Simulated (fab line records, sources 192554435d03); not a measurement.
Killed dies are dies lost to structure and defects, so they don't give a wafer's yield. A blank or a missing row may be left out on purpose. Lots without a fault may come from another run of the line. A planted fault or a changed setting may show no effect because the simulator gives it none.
Chamber matching | flow n5_finfet | N5_BEOL_M11_DEP_56 on pecvd-03: 3 sister chambers
The step deposits SiCN from 3MS/NH3, target thk 30 nm, time 10.5 s. 3 wafers are shown with their chamber, then 10 later ones without.

WAFERS WITH THEIR CHAMBER
wafer  | chamber | throttle_valve_pct (%)
L086.2 | 1       | 18.8
L090.2 | 2       | 17.6
L090.3 | 0       | 17.9

WAFERS WITHOUT THEIR CHAMBER
wafer  | throttle_valve_pct (%)
L090.4 | 18.0
L089.3 | 17.9
L089.4 | 18.9
L089.5 | 17.7
L091.1 | 19.1
L091.3 | 17.5
L091.4 | 17.5
L096.1 | 17.9
L096.2 | 18.6
L096.4 | 18.0

WHICH CHAMBER EACH WENT THROUGH
wafer  | from the rows above     | in truth
L090.4 | 0                       | 0
L089.3 | 0                       | 0
L089.4 | 1                       | 1
L089.5 | can't be placed: 2 or 0 | 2
L091.1 | 1                       | 1
L091.3 | 2                       | 2
L091.4 | 2                       | 2
L096.1 | 0                       | 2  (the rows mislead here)
L096.2 | 1                       | 1
L096.4 | 0                       | 0
Placed correctly: 8 of 10. Can't be placed from these rows: 1 (the true chamber is among the candidates in 1). Placed wrongly: 1.
How it was worked out, from the rows above alone: a wafer's distance from a chamber is the root of the sum, over the readings, of the square of ((its reading less the chamber's mean) divided by the reading's scatter). The wafer belongs to the nearest chamber; if the next one is less than 2 further off, it can't be placed. A chamber's mean is the mean of its shown wafers. The scatter: with one shown wafer a chamber, the root of the mean of the squares of how far each hidden wafer lies from its nearest shown one.
